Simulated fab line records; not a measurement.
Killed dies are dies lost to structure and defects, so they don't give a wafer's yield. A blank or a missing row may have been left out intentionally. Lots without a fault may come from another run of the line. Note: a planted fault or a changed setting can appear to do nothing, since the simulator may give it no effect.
Chamber matching	flow nandHarc	NHARC_A_DECK1_JOINT_CMP_02 on cmp-03 has 4 sister chambers
The step polishes SiOx. 16 wafers are shown with their chamber, then 8 later ones without.

== WAFERS, EACH WITH ITS CHAMBER ==
wafer	chamber	motorCurrentA (A)	slurryFlowMlMin
L075.2	1	10.9	150.2
L075.3	0	11.2	149.2
L075.5	0	12.6	149.2
L078.3	1	10.4	150.1
L078.4	3	11.8	149.6
L078.5	3	11.9	149.7
L081.2	3	11.7	150.4
L081.4	0	11.6	150.4
L081.6	2	11.2	149.9
L083.2	1	10.7	149.9
L083.3	2	12.0	150.2
L083.4	3	11.2	150.0
L086.4	2	11.3	150.2
L086.5	2	11.8	150.4
L086.6	1	10.5	150.8
L090.4	2	11.3	150.7

SIGNATURES (means of the wafers above)
reading	chamber 0	chamber 1	chamber 2	chamber 3	scatter within a chamber
motorCurrentA	11.800	10.625	11.520	11.650	0.407
slurryFlowMlMin	149.600	150.250	150.280	149.925	0.423
Rule: a wafer lies at a distance from a chamber equal to the root of the sum of squares, over the readings, of (its reading less the chamber's mean, divided by the reading's scatter). The wafer belongs to the nearest chamber; if the next one is less than 2 further off, it can't be placed. The scatter: the root of (the sum of the squares of (reading less its chamber's mean) over the shown wafers, divided by (wafers less chambers)).

== WAFERS WITHOUT THEIR CHAMBER ==
wafer	motorCurrentA (A)	slurryFlowMlMin
L090.5	11.4	151.2
L090.6	11.3	150.1
L094.1	11.7	150.3
L094.3	10.6	149.7
L094.6	12.5	150.1
L095.1	10.4	150.0
L095.4	11.9	150.2
L095.5	11.5	149.5

== THE CHAMBER EACH PASSED THROUGH ==
wafer	from the rows above	in truth
L090.5	can't be placed: 2 or 1 or 3 or 0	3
L090.6	can't be placed: 2 or 3 or 1 or 0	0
L094.1	can't be placed: 2 or 3 or 0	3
L094.3	can't be placed: 1 or 3 or 2 or 0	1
L094.6	can't be placed: 0 or 3 or 2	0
L095.1	1	1
L095.4	can't be placed: 3 or 2 or 0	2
L095.5	can't be placed: 0 or 3 or 2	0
Correct placement for 1 of the 8. These rows do not allow placing 7 (true chamber among the candidates in 7). Wrongly placed: 0.
